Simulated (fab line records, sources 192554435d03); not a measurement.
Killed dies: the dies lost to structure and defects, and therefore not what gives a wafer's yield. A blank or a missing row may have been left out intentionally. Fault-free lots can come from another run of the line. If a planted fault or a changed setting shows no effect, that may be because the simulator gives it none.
Matching of chambers / flow n5-finfet / 4 sister chambers for N5_MOL_CONTACT_COAG_ETCH_110 on rie-diel-01
The step etches Si in CF4/O2, target depth 2.5 nm, time 8 s. 18 wafers are shown with their chamber, then 9 later ones without.

WAFERS PAIRED WITH THEIR CHAMBERS
wafer=L076.1; chamber=0; showerhead-plenum-p-Torr (Torr)=2.24; throttle-valve-pct (%)=10.65; oes-product-au (a.u.)=0.79
wafer=L076.2; chamber=0; showerhead-plenum-p-Torr (Torr)=2.24; throttle-valve-pct (%)=10.65; oes-product-au (a.u.)=0.80
wafer=L076.5; chamber=0; showerhead-plenum-p-Torr (Torr)=2.24; throttle-valve-pct (%)=10.65; oes-product-au (a.u.)=0.79
wafer=L079.2; chamber=0; showerhead-plenum-p-Torr (Torr)=2.23; throttle-valve-pct (%)=10.68; oes-product-au (a.u.)=0.79
wafer=L079.3; chamber=1; showerhead-plenum-p-Torr (Torr)=2.29; throttle-valve-pct (%)=11.14; oes-product-au (a.u.)=0.72
wafer=L079.4; chamber=2; showerhead-plenum-p-Torr (Torr)=2.14; throttle-valve-pct (%)=10.98; oes-product-au (a.u.)=0.78
wafer=L083.1; chamber=3; showerhead-plenum-p-Torr (Torr)=2.27; throttle-valve-pct (%)=10.37; oes-product-au (a.u.)=0.88
wafer=L083.2; chamber=0; showerhead-plenum-p-Torr (Torr)=2.23; throttle-valve-pct (%)=10.69; oes-product-au (a.u.)=0.78
wafer=L083.5; chamber=1; showerhead-plenum-p-Torr (Torr)=2.29; throttle-valve-pct (%)=11.16; oes-product-au (a.u.)=0.71
wafer=L084.1; chamber=1; showerhead-plenum-p-Torr (Torr)=2.29; throttle-valve-pct (%)=11.18; oes-product-au (a.u.)=0.71
wafer=L084.3; chamber=3; showerhead-plenum-p-Torr (Torr)=2.27; throttle-valve-pct (%)=10.38; oes-product-au (a.u.)=0.88
wafer=L084.5; chamber=3; showerhead-plenum-p-Torr (Torr)=2.27; throttle-valve-pct (%)=10.39; oes-product-au (a.u.)=0.88
wafer=L087.1; chamber=3; showerhead-plenum-p-Torr (Torr)=2.27; throttle-valve-pct (%)=10.41; oes-product-au (a.u.)=0.86
wafer=L087.5; chamber=3; showerhead-plenum-p-Torr (Torr)=2.27; throttle-valve-pct (%)=10.42; oes-product-au (a.u.)=0.87
wafer=L087.6; chamber=0; showerhead-plenum-p-Torr (Torr)=2.23; throttle-valve-pct (%)=10.71; oes-product-au (a.u.)=0.77
wafer=L088.1; chamber=0; showerhead-plenum-p-Torr (Torr)=2.23; throttle-valve-pct (%)=10.74; oes-product-au (a.u.)=0.77
wafer=L088.2; chamber=2; showerhead-plenum-p-Torr (Torr)=2.14; throttle-valve-pct (%)=11.02; oes-product-au (a.u.)=0.77
wafer=L088.4; chamber=3; showerhead-plenum-p-Torr (Torr)=2.27; throttle-valve-pct (%)=10.41; oes-product-au (a.u.)=0.87

SIGNATURES (means of the wafers above)
reading=showerhead-plenum-p-Torr; chamber 0=2.2343; chamber 1=2.2900; chamber 2=2.1400; chamber 3=2.2700; scatter within a chamber=0.0035
reading=throttle-valve-pct; chamber 0=10.6814; chamber 1=11.1600; chamber 2=11.0000; chamber 3=10.3967; scatter within a chamber=0.0278
reading=oes-product-au; chamber 0=0.7843; chamber 1=0.7133; chamber 2=0.7750; chamber 3=0.8733; scatter within a chamber=0.00934
Rule: for each reading, subtract the chamber's mean from the wafer's reading, divide by that reading's scatter and square the result; add these up over the readings and take the root, which gives the wafer's distance from the chamber. The wafer belongs to the nearest chamber; if the next one is less than 2 further off, it can't be placed. How the scatter is found: for the shown wafers, subtract from each reading the mean of its chamber, square and add these, divide the total by (wafers less chambers), then take the root.

WAFERS WHOSE CHAMBER IS MISSING
wafer=L090.1; showerhead-plenum-p-Torr (Torr)=2.28; throttle-valve-pct (%)=11.21; oes-product-au (a.u.)=0.70
wafer=L090.4; showerhead-plenum-p-Torr (Torr)=2.23; throttle-valve-pct (%)=10.73; oes-product-au (a.u.)=0.77
wafer=L090.6; showerhead-plenum-p-Torr (Torr)=2.23; throttle-valve-pct (%)=10.74; oes-product-au (a.u.)=0.76
wafer=L095.1; showerhead-plenum-p-Torr (Torr)=2.28; throttle-valve-pct (%)=11.24; oes-product-au (a.u.)=0.69
wafer=L095.3; showerhead-plenum-p-Torr (Torr)=2.22; throttle-valve-pct (%)=10.76; oes-product-au (a.u.)=0.75
wafer=L095.6; showerhead-plenum-p-Torr (Torr)=2.13; throttle-valve-pct (%)=11.07; oes-product-au (a.u.)=0.75
wafer=L096.1; showerhead-plenum-p-Torr (Torr)=2.13; throttle-valve-pct (%)=11.07; oes-product-au (a.u.)=0.75
wafer=L096.2; showerhead-plenum-p-Torr (Torr)=2.26; throttle-valve-pct (%)=10.48; oes-product-au (a.u.)=0.84
wafer=L096.4; showerhead-plenum-p-Torr (Torr)=2.13; throttle-valve-pct (%)=11.07; oes-product-au (a.u.)=0.75

CHAMBER TAKEN BY EACH
wafer=L090.1; from the rows above=1; in truth=1
wafer=L090.4; from the rows above=0; in truth=0
wafer=L090.6; from the rows above=0; in truth=0
wafer=L095.1; from the rows above=1; in truth=1
wafer=L095.3; from the rows above=0; in truth=0
wafer=L095.6; from the rows above=2; in truth=2
wafer=L096.1; from the rows above=2; in truth=2
wafer=L096.2; from the rows above=3; in truth=3
wafer=L096.4; from the rows above=2; in truth=2
Placed correctly: 9 of 9. Not placeable from these rows: 0. Wrongly placed: 0.
